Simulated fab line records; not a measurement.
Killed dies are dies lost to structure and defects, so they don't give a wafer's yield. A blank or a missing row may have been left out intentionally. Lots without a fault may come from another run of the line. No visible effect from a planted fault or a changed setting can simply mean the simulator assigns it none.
Matching of chambers | flow n5-finfet | 4 sister chambers for N5_BEOL_M8_ETCH_66 on rie-diel-05
The step etches SOC in N2/H2, target depth 80 nm, overetch 16 nm, time 120 s. 4 wafers are shown with their chamber, then 10 later ones without.

WAFERS, EACH WITH ITS CHAMBER
wafer  | chamber | showerhead-plenum-p-Torr (Torr)
L085.5 | 3       | 2.45
L089.3 | 1       | 2.63
L095.1 | 0       | 2.67
L095.4 | 2       | 2.55

WAFERS WITH NO CHAMBER GIVEN
wafer  | showerhead-plenum-p-Torr (Torr)
L095.5 | 2.62
L093.3 | 2.55
L093.4 | 2.67
L093.6 | 2.62
L094.1 | 2.62
L094.4 | 2.44
L094.6 | 2.44
L096.3 | 2.67
L096.4 | 2.55
L096.6 | 2.55

THE CHAMBER EACH PASSED THROUGH
wafer  | from the rows above | in truth
L095.5 | 1                   | 1
L093.3 | 2                   | 2
L093.4 | 0                   | 0
L093.6 | 1                   | 1
L094.1 | 1                   | 1
L094.4 | 3                   | 3
L094.6 | 3                   | 3
L096.3 | 0                   | 0
L096.4 | 2                   | 2
L096.6 | 2                   | 2
Correctly placed: 10 of 10. Not placeable from these rows: 0. Placed wrongly: 0.
How it was worked out, from the rows above alone: a wafer's distance from a chamber is the root of the sum, over the readings, of the square of ((its reading less the chamber's mean) divided by the reading's scatter). The wafer belongs to the nearest chamber; if the next one is less than 2 further off, it can't be placed. A chamber's mean is the mean of its shown wafers. The scatter: with one shown wafer a chamber, the root of the mean of the squares of how far each hidden wafer lies from its nearest shown one.
